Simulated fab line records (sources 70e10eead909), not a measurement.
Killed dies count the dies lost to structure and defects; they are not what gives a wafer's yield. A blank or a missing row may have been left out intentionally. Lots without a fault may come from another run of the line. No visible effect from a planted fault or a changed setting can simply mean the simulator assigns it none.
A struck lot beside a sound one | flow nand_harc | 15 out of 1159 route steps
Sound: these wafers, L747.1, L747.2, L747.3. Struck: wafers L754.2, L754.4, L754.5. The cause is given at the end.
For every step that has rows: the tool of each side, followed by ch and its chambers, followed by its first start. Under that, the readings that differ: sound wafers | struck wafers | difference of the means | sigmas: that difference in standard deviations of wafers without a fault.
alike: words and numbers the same on both sides, and readings whose means are apart by under 2 such deviations; not compared: readings that were withheld, readings missing a value for some wafer, numbers with overlapping values and no deviation given by the record, and bounds like >300 which may hide the same value.
Wherever a step has rows on one side only, a row that says differs or no value, or a row with sigmas, the two part there. Non-overlapping numbers with no deviation appear without sigmas and do not part them. A reading that every wafer of one side lacks parts them only if that side has two wafers or more.

first, 8 steps without rows for these wafers: NHARC_A_CHANNEL_HOLE_D1_COAT_36 (time 75 s); NHARC_A_CHANNEL_HOLE_D1_COAT_37 (time 65 s); NHARC_A_CHANNEL_HOLE_D1_COAT_04 (resist thk 90 nm); NHARC_A_CHANNEL_HOLE_D1_SOFTBAKE_05 (time 55 s); NHARC_A_CHANNEL_HOLE_D1_EBR_06; NHARC_A_CHANNEL_HOLE_D1_EXPOSE_07 (exposes mask HOLE D1, target cd 100 nm); NHARC_A_CHANNEL_HOLE_D1_PEB_08 (peb time 65 s); NHARC_A_CHANNEL_HOLE_D1_DEVELOP_09 (develop time 35 s).
NHARC_A_CHANNEL_HOLE_D1_CD_MEAS_10: target cd 100 nm.
  sound on cd_sem-01 ch 0, day 9 21:46; struck on cd_sem-03 ch 0, day 12 01:58
  alike: cd_nm
NHARC_A_CHANNEL_HOLE_D1_OVL_MEAS_11:
  sound on overlay-01, day 9 21:51; struck on overlay-02, day 12 02:04
  reading           | sound          | struck      | difference | sigmas
  overlay_x_nm (nm) | -0.3 -0.6 -0.9 | 2.4 2.0 2.2 | +2.8       | +3
  alike: overlay_y_nm
NHARC_A_CHANNEL_HOLE_D1_INSPECT_12:
  sound on defect_inspect-01, day 9 21:53; struck on defect_inspect-02, day 12 02:06
  alike: raw_defect_count
NHARC_A_CHANNEL_HOLE_D1_DESCUM_15: chemistry O2, time 3 s.
  sound on rie_diel-03 ch 0,1,3, day 9 21:57; struck on rie_diel-07 ch 1,2, day 12 02:10
  alike: drypump_motor_current_A, oes_product_au, rf_vpp_V, showerhead_plenum_p_Torr, throttle_valve_pct
  not compared: rf_hours_counter_h
NHARC_A_CHANNEL_HOLE_D1_ETCH_38: etches the open film in CF4, target depth 39 nm, time 65 s.
  sound on rie_diel-03 ch 1,2,3, day 9 22:02; struck on rie_diel-07 ch 0,3, day 12 02:14
  no value came back on the struck wafers for any of 8 readings (bias_w (W), cf4_flow_sccm (sccm) and others); on the sound wafers bias_w (W) reads 100.56 100.17 100.24
NHARC_A_CHANNEL_HOLE_D1_ETCH_39: etches the open film in N2/H2, target depth 260 nm, time 325 s.
  sound on rie_diel-03 ch 0,2,3; struck on rie_diel-07 ch 1,2,3, day 12 02:23
  alike: bias_w, chamber_pressure_mTorr, drypump_motor_current_A, n2_flow_sccm, oes_product_au, rf_vpp_V, showerhead_plenum_p_Torr, throttle_valve_pct
  not compared: rf_hours_counter_h
-- jump in the record: it breaks off in module A_CHANNEL_HOLE_D1 and resumes in module END (first step shown: number 1159 of the route), and 11 days separate the struck wafers' starts before and after --
NHARC_END_SORT_01:
  at this point the record logs the struck wafers (prober-01 ch 0, day 22 23:54) and has no rows for the sound ones

== WHERE THEY PART ==
Last at NHARC_END_SORT_01 as far as this record goes, first at NHARC_A_CHANNEL_HOLE_D1_OVL_MEAS_11.

WHY: whatever the simulator had introduced
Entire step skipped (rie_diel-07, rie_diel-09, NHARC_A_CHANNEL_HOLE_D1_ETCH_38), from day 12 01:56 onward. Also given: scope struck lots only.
